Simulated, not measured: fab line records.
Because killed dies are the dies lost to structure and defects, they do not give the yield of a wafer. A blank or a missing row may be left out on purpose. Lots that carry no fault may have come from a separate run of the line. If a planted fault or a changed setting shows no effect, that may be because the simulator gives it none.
Chamber matching / flow n5_finfet / rie_diel-02 running N5_BEOL_M2_VIA_ETCH_34: 4 sister chambers
The step etches the open film in C4F6/O2, target depth 69.4 nm, time 65.9 s. 4 wafers are shown with their chamber, then 10 later ones without.

== WAFERS, EACH WITH ITS CHAMBER ==
wafer=L090.5; chamber=3; drypump_motor_current_A (A)=5.8
wafer=L091.2; chamber=0; drypump_motor_current_A (A)=6.5
wafer=L091.6; chamber=1; drypump_motor_current_A (A)=6.3
wafer=L093.4; chamber=2; drypump_motor_current_A (A)=5.1

== WAFERS MISSING THEIR CHAMBER ==
wafer=L093.5; drypump_motor_current_A (A)=6.5
wafer=L095.2; drypump_motor_current_A (A)=5.1
wafer=L095.3; drypump_motor_current_A (A)=6.5
wafer=L095.5; drypump_motor_current_A (A)=5.1
wafer=L096.2; drypump_motor_current_A (A)=5.9
wafer=L096.4; drypump_motor_current_A (A)=6.3
wafer=L096.5; drypump_motor_current_A (A)=5.1
wafer=L097.1; drypump_motor_current_A (A)=6.6
wafer=L097.3; drypump_motor_current_A (A)=5.9
wafer=L097.5; drypump_motor_current_A (A)=5.1

== WHICH CHAMBER EACH WENT THROUGH ==
wafer=L093.5; from the rows above=0; in truth=0
wafer=L095.2; from the rows above=2; in truth=2
wafer=L095.3; from the rows above=0; in truth=0
wafer=L095.5; from the rows above=2; in truth=2
wafer=L096.2; from the rows above=3; in truth=3
wafer=L096.4; from the rows above=1; in truth=1
wafer=L096.5; from the rows above=2; in truth=2
wafer=L097.1; from the rows above=0; in truth=0
wafer=L097.3; from the rows above=3; in truth=3
wafer=L097.5; from the rows above=2; in truth=2
Correctly placed: 10 of 10. Not placeable from these rows: 0. 0 placed wrongly.
How it was worked out, from the rows above alone: a wafer's distance from a chamber is the root of the sum, over the readings, of the square of ((its reading less the chamber's mean) divided by the reading's scatter). The wafer belongs to the nearest chamber; if the next one is less than 2 further off, it can't be placed. Each chamber's mean is taken over the wafers shown for it. The scatter (one wafer shown for each chamber): square how far every hidden wafer sits from the nearest shown wafer, average those squares and take the square root.
